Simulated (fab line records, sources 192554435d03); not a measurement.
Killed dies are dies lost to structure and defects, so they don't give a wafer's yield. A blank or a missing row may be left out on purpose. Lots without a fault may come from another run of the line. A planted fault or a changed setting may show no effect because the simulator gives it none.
fab line records | flow n5_finfet
record lots=7 wafers=20 last_day=17
route steps=1938 shown BEOL_M5@1119
lots that met no fault: from a run of the same line without faults
start_h: hours from the record's first day to the start of the lot's first wafer shown | wait_h: hours since the lot's step before | " the same as in the row above | L1.1+2: a row that stands for several wafers | - no value, or no start given | * or withheld: withheld | < > ~ a bound
route shown NAME@n: a module of which the file shows steps, and the number in the route of the first | usual: mean/standard deviation of fault-free wafers | same: alike in all rows | chamber/n: place in a boat | sites: the reading at each site | _std_site: their standard deviation | _edge_site: outer sites' mean less inner sites' | radius_mm: how far each site lies from the wafer's centre | mask NAME#n: copy n | behind: the tool/chamber that last shaped the wafer | hold: why the lot was held/for how many hours/how that ended | device: the transistor (n, p or np) that didn't switch | end of line: the same wafers' tests at the end of the route | a step without rows: its recipe alone | killed: dies lost to structure and defects at the first sort, not the wafer's yield | map: a wafer's dies, x killed, . not, _ none there
set.NAME: the setting as run; set.NAME@STEP: as run at that earlier step | model.NAME: the simulator's own value behind a step, which no gauge read
lots at some steps of the route; a table a step, a row a wafer
services: from which hour (start_h, from the record's first day; less than 0 if before it) a tool's chamber was out of use, for how many hours, and why
## steps
# step N5_BEOL_M5_COAT_71
# recipe resist=underlayer temp_c=205 time_s=60 spin_rpm=1500 resist_thk_nm=5
# step N5_BEOL_M5_COAT_05
# recipe resist=CAR-EUV spin_rpm=1500 resist_thk_nm=30
# step N5_BEOL_M5_EBR_07
# recipe solvent=PGMEA ebr_width_mm=1.5
# step N5_BEOL_M5_SOFTBAKE_06
# recipe temp_c=110 time_s=60 resist=CAR-EUV
# step N5_BEOL_M5_EXPOSE_08
# recipe mask_id=M5 na=0.33 source_shape=annular sigma_inner=0.4 sigma_outer=0.8 polarization=unpolarized target_cd_nm=28 dose_mj=35.75
# step N5_BEOL_M5_PEB_09
# recipe peb_temp_c=100 peb_time_s=60 resist=CAR-EUV
# step N5_BEOL_M5_DEVELOP_10
# recipe develop_time_s=30 developer=TMAH resist=CAR-EUV rinse_liquid=surfactant_rinse dry=air_spin dev_temp_c=23
# step N5_BEOL_M5_CD_MEAS_11
# recipe target_cd_nm=27.74 landing_energy_ev=500 detector=se_inlens
# usual cd_nm=27.85/0.26
# columns lot.wafer tool chamber start_h wait_h cd_nm
L692.2 cd_sem-03 0 174.50 - 28.16
L692.5 " 0 " " 27.61
L694.3 cd_sem-01 0 204.21 - 28.03
L694.4 " 0 " " 27.94
L694.6 " 0 " " 27.50
L695.2 cd_sem-01 0 204.88 - 27.96
L695.3 " 0 " " 27.43
L695.4 " 0 " " 27.00
L696.3 cd_sem-01 0 208.17 - 27.63
L696.4 " 0 " " 28.01
L696.5 " 0 " " 27.81
L707.3 cd_sem-03 0 280.04 - 27.89
L707.5 " 0 " " 27.83
L707.6 " 0 " " 28.01
L710.1 cd_sem-02 0 302.26 - 27.71
L710.4 " 0 " " 27.58
L710.6 " 0 " " 27.96
L713.2 cd_sem-01 0 313.15 - 27.94
L713.5 " 0 " " 27.94
L713.6 " 0 " " 27.88
# step N5_BEOL_M5_OVL_MEAS_12
# recipe points_per_wafer=522
# usual M5_OVL=-0.1/0.63
# columns lot.wafer tool chamber start_h wait_h M5_OVL[nm]
L692.2 overlay-01 0 174.53 0.0 -1.0
L692.5 " 0 " " -0.8
L694.3 overlay-01 0 204.25 0.0 -0.4
L694.4 " 0 " " -1.0
L694.6 " 0 " " -1.5
L695.2 overlay-01 0 204.92 0.0 -0.8
L695.3 " 0 " " -0.1
L695.4 " 0 " " -0.5
L696.3 overlay-02 0 208.21 0.0 0.0
L696.4 " 0 " " 0.5
L696.5 " 0 " " 0.1
L707.3 overlay-01 0 280.08 0.0 -0.8
L707.5 " 0 " " -1.4
L707.6 " 0 " " 0.4
L710.1 overlay-02 0 302.29 0.0 0.3
L710.4 " 0 " " -0.2
L710.6 " 0 " " 0.8
L713.2 overlay-02 0 313.18 0.0 -0.7
L713.5 " 0 " " -0.2
L713.6 " 0 " " 0.0
# step N5_BEOL_M5_INSPECT_13
# recipe mode=adi inspect_instrument=brightfield
# usual raw_defect_count=398/95
# columns lot.wafer tool chamber start_h wait_h raw_defect_count
L692.2 defect_inspect-02 - 174.59 0.0 506
L692.5 " - " " 741
L694.3 defect_inspect-01 - 204.30 0.0 443
L694.4 " - " " 339
L694.6 " - " " 462
L695.2 defect_inspect-02 - 204.97 0.0 295
L695.3 " - " " 338
L695.4 " - " " 256
L696.3 defect_inspect-02 - 208.27 0.1 358
L696.4 " - " " 424
L696.5 " - " " 388
L707.3 defect_inspect-02 - 280.13 0.0 575
L707.5 " - " " 618
L707.6 " - " " 606
L710.1 defect_inspect-02 - 302.35 0.1 339
L710.4 " - " " 374
L710.6 " - " " 344
L713.2 defect_inspect-02 - 313.24 0.0 450
L713.5 " - " " 533
L713.6 " - " " 462
# step N5_BEOL_M5_DESCUM_16
# recipe chemistry=O2 time_s=7 source_power_w=50 bias_power_w=20 pressure_mtorr=20 rf_frequency_hz=2.712e+07 temp_c=40 resist=CAR-EUV o2_flow_sccm=225
# usual drypump_motor_current_A=5.8/0.51 o2_flow_sccm=225.1/0.7 oes_product_au=0.80/0.082 rf_vpp_V=243.1/1.2 showerhead_plenum_p_Torr=2.09/0.066 throttle_valve_pct=20.43/0.29
# columns lot.wafer tool chamber start_h wait_h drypump_motor_current_A o2_flow_sccm oes_product_au rf_hours_counter_h rf_vpp_V showerhead_plenum_p_Torr throttle_valve_pct
L692.2 rie_diel-01 2 174.63 0.0 5.4 224.1 0.94 13 242.4 2.05 20.39
L692.5 " 2 " " 5.4 225.4 0.94 - 242.0 2.05 20.40
L694.3 rie_diel-05 2 204.37 0.1 5.2 225.4 0.74 178 242.4 2.08 20.22
L694.4 " 0 " " 5.7 226.5 0.79 110 244.6 2.20 20.16
L694.6 " 2 " " 5.2 224.7 0.74 - 243.1 2.08 20.25
L695.2 rie_diel-01 3 205.01 0.0 5.2 225.6 0.83 56 243.9 2.13 20.62
L695.3 " 1 " " 5.5 224.1 0.86 78 243.2 2.13 20.04
L695.4 " 2 " " 5.4 224.9 0.92 20 242.2 2.05 20.40
L696.3 rie_diel-05 0 208.30 0.0 5.7 225.8 0.79 110 244.9 2.20 20.18
L696.4 " 1 " " 5.8 226.0 0.74 160 242.6 2.00 20.71
L696.5 " 2 " " 5.2 224.0 0.74 - 243.9 2.08 20.25
L707.3 rie_diel-05 3 280.69 0.6 6.3 223.8 0.78 127 243.1 2.10 20.82
L707.5 " 0 " " 5.7 226.7 0.76 - 245.3 2.19 20.20
L707.6 " 1 " " 5.8 225.9 0.71 - 241.0 1.99 20.74
L710.1 rie_diel-04 2 302.38 0.0 6.5 224.2 0.71 178 241.3 1.98 20.76
L710.4 " 1 " " 5.6 225.4 0.74 155 243.4 2.10 20.54
L710.6 " 2 " " 6.5 225.4 0.71 - 241.4 1.98 20.75
L713.2 rie_diel-04 3 313.27 0.0 5.4 225.9 0.90 27 243.2 2.12 19.85
L713.5 " 3 " " 5.4 225.4 0.90 - 243.6 2.12 19.85
L713.6 " 2 " " 6.5 224.0 0.71 - 239.7 1.98 20.75
# step N5_BEOL_M5_ETCH_72
# recipe chemistry=N2/H2 target=underlayer target_depth_a=65 mask_material=CAR-EUV time_s=5.2 ion_energy_ev=200 pressure_mtorr=30 source_w=840 bias_w=150 n2_flow_sccm=200 h2_flow_sccm=200 ends=cleared
# usual bias_w=150.0/0.41 chamber_pressure_mTorr=30.00/0.041 drypump_motor_current_A=5.8/0.51 etch_rf_on_time_s=5.19/0.14 oes_product_au=0.68/0.07 rf_vpp_V=524.1/2.4 showerhead_plenum_p_Torr=2.55/0.08 throttle_valve_pct=17.90/0.27
# columns lot.wafer tool chamber start_h wait_h bias_w chamber_pressure_mTorr drypump_motor_current_A etch_rf_on_time_s oes_product_au rf_hours_counter_h rf_vpp_V showerhead_plenum_p_Torr throttle_valve_pct
L692.2 rie_diel-01 2 174.66 0.0 149.5 30.06 5.3 5.26 0.79 13 521.2 2.49 17.71
L692.5 " 2 " " 150.2 29.92 5.4 5.25 0.79 - 523.6 2.49 17.73
L694.3 rie_diel-05 2 204.40 0.0 149.9 29.96 5.2 5.22 0.63 178 524.0 2.54 17.79
L694.4 " 0 " " 150.5 29.94 5.7 5.20 0.66 110 526.8 2.67 17.61
L694.6 " 2 " " 149.1 29.97 5.2 5.23 0.63 - 524.7 2.54 17.81
L695.2 rie_diel-01 3 205.05 0.0 150.3 30.04 5.2 4.84 0.73 56 524.8 2.57 18.02
L695.3 " 1 " " 150.5 30.01 5.5 4.92 0.74 78 525.6 2.58 17.51
L695.4 " 2 " " 149.8 30.00 5.3 5.17 0.78 20 522.0 2.48 17.72
L696.3 rie_diel-05 0 208.34 0.0 150.1 30.01 5.7 5.19 0.67 110 526.2 2.67 17.61
L696.4 " 1 " " 150.3 30.11 5.7 5.42 0.62 160 521.4 2.43 18.15
L696.5 " 2 " " 150.6 30.00 5.2 5.23 0.63 - 520.4 2.54 17.80
L707.3 rie_diel-05 3 280.73 0.0 149.9 29.96 6.3 5.18 0.67 127 525.2 2.54 18.22
L707.5 " 0 " " 149.6 29.94 5.7 5.13 0.65 - 525.3 2.66 17.64
L707.6 " 1 " " 149.4 30.05 5.8 5.31 0.61 - 518.7 2.42 18.20
L710.1 rie_diel-04 2 302.42 0.0 150.2 30.02 6.5 5.20 0.61 178 522.0 2.43 18.23
L710.4 " 1 " " 150.8 30.06 5.6 5.33 0.61 155 521.9 2.55 18.10
L710.6 " 2 " " 149.8 30.07 6.5 5.24 0.60 - 522.6 2.43 18.26
L713.2 rie_diel-04 3 313.31 0.0 150.4 30.00 5.3 5.08 0.77 27 527.0 2.59 17.43
L713.5 " 3 " " 150.4 30.02 5.4 5.03 0.78 - 523.4 2.59 17.43
L713.6 " 2 " " 149.9 30.01 6.5 5.23 0.61 - 521.5 2.43 18.25
# step N5_BEOL_M5_ETCH_61
# recipe chemistry=CF4 target=SiARC target_depth_a=156 mask_material=CAR-EUV time_s=26 ion_energy_ev=80 pressure_mtorr=40 source_w=545 bias_w=36 Ar_flow_sccm=100 cf4_flow_sccm=100 ends=cleared
# usual bias_w=36.01/0.11 cf4_flow_sccm=99.99/0.3 drypump_motor_current_A=5.8/0.51 etch_rf_on_time_s=25.9/0.65 mfc_ar_sccm=100.0/0.31 oes_product_au=0.68/0.07 rf_vpp_V=184.2/1.1 showerhead_plenum_p_Torr=2.15/0.06 throttle_valve_pct=15.60/0.29
# columns lot.wafer tool chamber start_h wait_h bias_w cf4_flow_sccm drypump_motor_current_A etch_rf_on_time_s mfc_ar_sccm oes_product_au rf_hours_counter_h rf_vpp_V showerhead_plenum_p_Torr throttle_valve_pct
L692.2 rie_diel-01 2 174.68 0.0 36.00 99.95 5.4 26.1 99.7 0.81 13 183.2 2.10 15.43
L692.5 " 2 " " 36.16 100.07 5.3 25.8 99.4 0.80 - 182.3 2.10 15.42
L694.3 rie_diel-05 2 204.42 0.0 - - - - - - - - - -
L694.4 " 0 " " - - - - - - - - - -
L694.6 " 2 " " - - - - - - - - - -
L695.2 rie_diel-01 3 205.06 0.0 - - - - - - - - - -
L695.3 " 1 " " - - - - - - - - - -
L695.4 " 2 " " - - - - - - - - - -
L696.3 rie_diel-05 0 208.35 0.0 - - - - - - - - - -
L696.4 " 1 " " - - - - - - - - - -
L696.5 " 2 " " - - - - - - - - - -
L707.3 rie_diel-05 3 280.75 0.0 36.07 100.23 6.3 26.2 99.7 0.67 127 184.5 2.16 16.04
L707.5 " 0 " " 36.00 99.97 5.7 26.2 100.1 0.64 - 185.1 2.25 15.47
L707.6 " 1 " " 36.13 99.66 5.8 27.0 100.1 0.61 - 182.5 2.04 15.84
L710.1 rie_diel-04 2 302.43 0.0 35.90 99.96 6.5 26.0 99.9 0.61 178 183.2 2.06 16.03
L710.4 " 1 " " 35.97 100.05 5.6 26.0 100.0 0.63 155 183.6 2.14 15.64
L710.6 " 2 " " 35.77 99.82 6.5 26.1 100.4 0.61 - 183.0 2.06 16.04
L713.2 rie_diel-04 3 313.32 0.0 35.87 99.94 5.4 25.3 99.7 0.78 27 183.7 2.19 15.16
L713.5 " 3 " " 35.88 99.67 5.4 25.3 100.2 0.77 - 186.1 2.19 15.17
L713.6 " 2 " " 35.99 99.51 6.5 26.1 99.8 0.60 - 183.2 2.06 16.04
# step N5_BEOL_M5_ETCH_62
# recipe chemistry=N2/H2 target=SOC target_depth_a=750 overetch_a=150 mask_material=SiARC temp_c=40 time_s=112.5 ion_energy_ev=200 pressure_mtorr=30 source_w=840 bias_w=150 n2_flow_sccm=200 h2_flow_sccm=200
# usual bias_w=150.0/0.47 chamber_pressure_mTorr=30.003/0.026 drypump_motor_current_A=5.8/0.51 oes_product_au=0.63/0.061 rf_vpp_V=524.1/2.2 showerhead_plenum_p_Torr=2.55/0.08 throttle_valve_pct=17.87/0.27
# columns lot.wafer tool chamber start_h wait_h bias_w chamber_pressure_mTorr drypump_motor_current_A oes_product_au rf_hours_counter_h rf_vpp_V showerhead_plenum_p_Torr throttle_valve_pct
L692.2 rie_diel-01 2 174.71 0.0 149.2 30.005 5.4 0.74 13 521.2 2.49 17.68
L692.5 " 2 " " 149.5 29.966 5.3 0.73 - 523.4 2.49 17.66
L694.3 rie_diel-05 2 204.45 0.0 149.5 30.032 5.2 0.28 178 523.8 2.54 17.73
L694.4 " 0 " " 150.5 29.986 5.7 0.29 110 529.0 2.67 17.53
L694.6 " 2 " " 149.9 29.992 5.2 0.28 - 522.7 2.54 17.72
L695.2 rie_diel-01 3 205.09 0.0 150.2 30.027 5.2 0.31 56 525.5 2.57 17.91
L695.3 " 1 " " 150.5 30.042 5.5 0.32 78 524.2 2.58 17.41
L695.4 " 2 " " 149.6 30.002 5.4 0.34 20 523.0 2.48 17.64
L696.3 rie_diel-05 0 208.38 0.0 150.8 29.979 5.7 0.29 111 528.2 2.67 17.52
L696.4 " 1 " " 149.2 30.021 5.8 0.28 160 519.6 2.43 18.06
L696.5 " 2 " " 149.3 29.981 5.2 0.27 - 522.3 2.54 17.73
L707.3 rie_diel-05 3 280.77 0.0 150.2 29.996 6.3 0.62 127 524.2 2.54 18.19
L707.5 " 0 " " 149.5 30.037 5.7 0.60 - 527.5 2.66 17.62
L707.6 " 1 " " 150.7 30.012 5.8 0.57 - 520.9 2.42 18.16
L710.1 rie_diel-04 2 302.46 0.0 150.2 30.003 6.5 0.56 178 520.5 2.43 18.20
L710.4 " 1 " " 150.0 29.986 5.6 0.59 155 525.3 2.55 18.05
L710.6 " 2 " " 149.8 30.033 6.5 0.56 - 520.4 2.43 18.21
L713.2 rie_diel-04 3 313.35 0.0 149.4 29.978 5.4 0.71 27 526.4 2.60 17.37
L713.5 " 3 " " 149.1 29.982 5.4 0.72 - 524.9 2.60 17.40
L713.6 " 2 " " 150.1 29.996 6.5 0.57 - 520.9 2.43 18.21
# step N5_BEOL_M5_STRIP_63
# recipe chemistry=N2/H2 temp_c=40 n2_flow_sccm=200 h2_flow_sccm=200 rf_frequency_hz=6e+07
# step N5_BEOL_M5_STRIP_73
# recipe chemistry=N2/H2 temp_c=40 n2_flow_sccm=200 h2_flow_sccm=200 rf_frequency_hz=6e+07
# step N5_BEOL_M5_STRIP_64
# recipe chemistry=CF4 resist=SiARC power_w=300 bias_power_w=75 pressure_mtorr=50 cf4_flow_sccm=150 rf_frequency_hz=6e+07
# usual drypump_motor_current_A=5.8/0.51 oes_product_au=0.79/0.076 rf_vpp_V=271.0/1.3 showerhead_plenum_p_Torr=1.79/0.055 throttle_valve_pct=13.55/0.27
# columns lot.wafer tool chamber start_h wait_h drypump_motor_current_A oes_product_au rf_hours_counter_h rf_vpp_V showerhead_plenum_p_Torr throttle_valve_pct
L692.2 rie_diel-01 2 174.84 0.0 5.3 0.92 13 269.8 1.74 13.29
L692.5 " 2 " " 5.3 0.92 - 269.0 1.74 13.32
L694.3 rie_diel-05 2 204.58 0.0 5.2 0.73 178 270.4 1.79 13.51
L694.4 " 0 " " 5.7 0.77 110 271.5 1.90 13.40
L694.6 " 2 " " 5.2 0.73 - 270.5 1.79 13.49
L695.2 rie_diel-01 3 205.22 0.0 5.2 0.82 56 271.4 1.81 13.59
L695.3 " 1 " " 5.5 0.84 78 271.3 1.81 13.15
L695.4 " 2 " " 5.3 0.91 20 270.0 1.74 13.32
L696.3 rie_diel-05 0 208.51 0.0 5.7 0.77 111 274.4 1.90 13.41
L696.4 " 1 " " 5.8 0.74 160 270.4 1.71 13.74
L696.5 " 2 " " 5.1 0.73 - 269.1 1.79 13.52
L707.3 rie_diel-05 3 280.90 0.0 6.3 0.77 127 270.0 1.82 13.99
L707.5 " 0 " " 5.7 0.75 - 272.7 1.89 13.49
L707.6 " 1 " " 5.8 0.72 - 270.1 1.70 13.80
L710.1 rie_diel-04 2 302.59 0.0 6.5 0.71 178 269.0 1.72 13.94
L710.4 " 1 " " 5.6 0.73 155 270.8 1.78 13.56
L710.6 " 2 " " 6.5 0.71 - 268.6 1.72 13.94
L713.2 rie_diel-04 3 313.48 0.0 5.4 0.88 27 269.8 1.83 13.12
L713.5 " 3 " " 5.4 0.88 - 271.8 1.84 13.12
L713.6 " 2 " " 6.4 0.70 - 267.9 1.71 13.96
# step N5_BEOL_M5_HM_OPEN_17
# recipe chemistry=Cl2/BCl3 target_depth_a=200 overetch_a=60 target=TiN mask_material=SOC ion_energy_ev=150 pressure_mtorr=10 icp_w=1000 bias_w=126 Cl2_flow_sccm=53.25 bcl3_flow_sccm=21.75 Ar_flow_sccm=25
# usual drypump_motor_current_A=5.65/0.3 mfc_ar_sccm=25.00/0.081 oes_product_au=0.62/0.07 throttle_valve_pct=22.24/0.16
# columns lot.wafer tool chamber start_h wait_h drypump_motor_current_A mfc_ar_sccm oes_product_au rf_hours_counter_h throttle_valve_pct
L692.2 rie_metal-03 1 174.88 0.0 5.11 24.98 0.67 36 22.14
L692.5 " 0 " " 5.72 24.93 0.64 - 22.13
L694.3 rie_metal-01 0 204.65 0.1 6.05 24.88 0.26 - 22.86
L694.4 " 1 " " 5.65 25.09 0.23 - 23.31
L694.6 " 0 " " 6.03 25.12 0.26 - 22.86
L695.2 rie_metal-01 1 205.26 0.0 5.64 25.08 0.23 126 23.30
L695.3 " 1 " " 5.64 24.91 0.22 - 23.30
L695.4 " 0 " " 6.02 25.02 0.26 - 22.85
L696.3 rie_metal-01 0 208.58 0.1 6.03 24.96 0.26 - 22.86
L696.4 " 1 " " 5.65 25.06 0.23 - 23.30
L696.5 " 0 " " 5.99 24.93 0.26 - 22.87
L707.3 rie_metal-03 1 280.97 0.1 5.14 25.04 0.63 - 22.19
L707.5 " 1 " " 5.13 24.95 0.64 - 22.19
L707.6 " 0 " " 5.73 24.93 0.62 - 22.16
L710.1 rie_metal-03 0 302.63 0.0 5.76 24.98 0.61 67 22.16
L710.4 " 1 " " 5.14 25.15 0.63 - 22.19
L710.6 " 1 " " 5.10 25.10 0.64 - 22.19
L713.2 rie_metal-02 0 313.55 0.1 5.59 25.03 0.64 - 22.16
L713.5 " 0 " " 5.58 25.04 0.65 - 22.19
L713.6 " 0 " " 5.59 25.12 0.65 - 22.18
# step N5_BEOL_M5_STRIP_19
# recipe chemistry=O2 power_w=400 temp_c=40 pressure_mtorr=30 rf_frequency_hz=6e+07 bias_power_w=0 overash_fraction=0.2 o2_flow_sccm=225
# usual drypump_motor_current_A=5.8/0.48 o2_flow_sccm=225.1/0.66 oes_product_au=0.78/0.066 rf_vpp_V=3.7/0.49 showerhead_plenum_p_Torr=2.10/0.068 throttle_valve_pct=16.70/0.27
# columns lot.wafer tool chamber start_h wait_h drypump_motor_current_A o2_flow_sccm oes_product_au rf_hours_counter_h rf_vpp_V showerhead_plenum_p_Torr throttle_valve_pct
L692.2 rie_diel-05 1 175.13 0.2 5.8 224.6 0.74 150 3.3 2.01 16.90
L692.5 " 2 " " 5.2 225.8 0.76 - 3.2 2.08 16.48
L694.3 rie_diel-05 0 204.77 0.1 5.7 225.7 0.78 110 3.8 2.20 16.41
L694.4 " 1 " " 5.8 224.2 0.74 159 3.7 2.01 16.93
L694.6 " 1 " " 5.8 225.1 0.73 - 3.2 2.01 16.92
L695.2 rie_diel-05 1 205.37 0.1 5.8 224.7 0.73 159 4.1 2.01 16.93
L695.3 " 0 " " 5.7 224.5 0.79 110 2.8 2.20 16.41
L695.4 " 2 " " 5.2 225.2 0.74 179 4.4 2.08 16.51
L696.3 rie_diel-05 1 208.66 0.1 5.7 224.6 0.74 160 3.4 2.01 16.91
L696.4 " 3 " " 6.3 224.9 0.81 106 3.8 2.11 17.00
L696.5 " 1 " " 5.8 225.6 0.74 - 4.0 2.01 16.92
L707.3 rie_diel-05 2 281.19 0.2 5.2 226.6 0.73 201 2.8 2.07 16.55
L707.5 " 2 " " 5.2 224.7 0.72 - 3.6 2.07 16.55
L707.6 " 1 " " 5.8 225.3 0.71 - 3.8 2.00 16.98
L710.1 rie_diel-01 3 302.74 0.1 5.2 225.2 0.81 85 3.5 2.13 16.87
L710.4 " 1 " " 5.5 224.5 0.83 103 4.5 2.12 16.33
L710.6 " 1 " " 5.5 224.4 0.84 - 4.3 2.12 16.34
L713.2 rie_diel-04 0 313.72 0.1 6.5 224.5 0.92 15 4.1 2.13 16.43
L713.5 " 3 " " 5.4 224.3 0.90 - 2.7 2.12 16.12
L713.6 " 2 " " 6.5 224.7 0.69 - 3.7 1.99 16.99
# step N5_BEOL_M5_CD_MEAS_18
# recipe pitch_nm=56 target_cd_nm=28
# usual cd_nm=27.8/0.32
# columns lot.wafer tool chamber start_h wait_h cd_nm
L692.2 cd_sem-03 - 175.21 0.1 28.5
L692.5 " - " " 28.2
L694.3 cd_sem-02 - 204.84 0.1 -
L694.4 " - " " -
L694.6 " - " " -
L695.2 cd_sem-02 - 205.44 0.1 -
L695.3 " - " " -
L695.4 " - " " -
L696.3 cd_sem-01 - 208.73 0.1 -
L696.4 " - " " -
L696.5 " - " " -
L707.3 cd_sem-02 - 281.26 0.1 27.8
L707.5 " - " " 28.2
L707.6 " - " " 28.0
L710.1 cd_sem-02 - 302.81 0.0 27.9
L710.4 " - " " 27.9
L710.6 " - " " 27.9
L713.2 cd_sem-03 - 313.79 0.1 28.2
L713.5 " - " " 27.4
L713.6 " - " " 27.9
# step N5_BEOL_M5_COAT_65
# recipe resist=SOC temp_c=250 time_s=60 spin_rpm=1500 resist_thk_nm=60
## services
# columns tool chamber start_h hours kind
rie_metal-03 1 155.58 8.0 repair
rie_metal-01 1 186.18 2.5 repair
rie_diel-01 - 187.24 4.3 pm
rie_diel-04 3 202.30 - clean
rie_diel-04 3 202.30 - consumable_replace:focus_ring
rie_diel-04 3 202.30 28.8 scheduled_down
rie_diel-04 3 202.30 28.8 vent_cycle
rie_diel-01 - 206.39 0.5 repair
rie_metal-01 1 228.29 - clean
rie_metal-01 1 228.29 16.9 scheduled_down
rie_metal-01 1 228.29 16.9 vent_cycle
rie_diel-04 0 239.05 - clean
rie_diel-04 0 239.05 - consumable_replace:focus_ring
rie_diel-04 0 239.05 24.7 scheduled_down
rie_diel-04 0 239.05 24.7 vent_cycle
rie_metal-03 - 239.70 0.5 repair
rie_metal-01 - 255.61 1.0 repair
rie_diel-01 1 286.80 6.7 repair
rie_metal-02 1 290.19 - clean
rie_metal-02 1 290.19 33.3 scheduled_down
rie_metal-02 1 290.19 33.3 vent_cycle
rie_diel-05 0 300.39 21.1 repair
rie_diel-05 2 303.66 4.9 repair
## key
first_sign step=N5_BEOL_M5_ETCH_61 reading=tool_record direction=missing
effect step=N5_BEOL_M5_ETCH_62 reading=oes_product_au direction=down sigmas=5.5 usual=0.63 struck=0.30
effect step=N5_BEOL_M5_HM_OPEN_17 reading=oes_product_au direction=down sigmas=5.3 usual=0.62 struck=0.25
effect step=N5_BEOL_M5_CD_MEAS_18 reading=cd_nm direction=missing
met_at N5_BEOL_M5_ETCH_61
struck_wafers L694.3,L694.4,L694.6,L695.2,L695.3,L695.4,L696.3,L696.4,L696.5
later_rows_left_out L694.3,L694.4,L694.6,L695.2,L695.3,L695.4,L696.3,L696.4,L696.5
sort_left_out L694.3,L694.4,L694.6,L695.2,L695.3,L695.4,L696.3,L696.4,L696.5
onset_between 174.68 204.42
fault kind=skipped_step_whole tool=rie_diel-01,rie_diel-05 chamber=- onset_h=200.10 steps=N5_BEOL_M5_ETCH_61 scope=struck_lots_only
# sort_left_out: the simulated sort isn't trusted on such a fault, so these wafers' sort isn't shown, and their yield isn't known
# later_rows_left_out: the simulator's readings of these wafers behind a module that went badly wrong aren't trusted and aren't shown, but for the sort
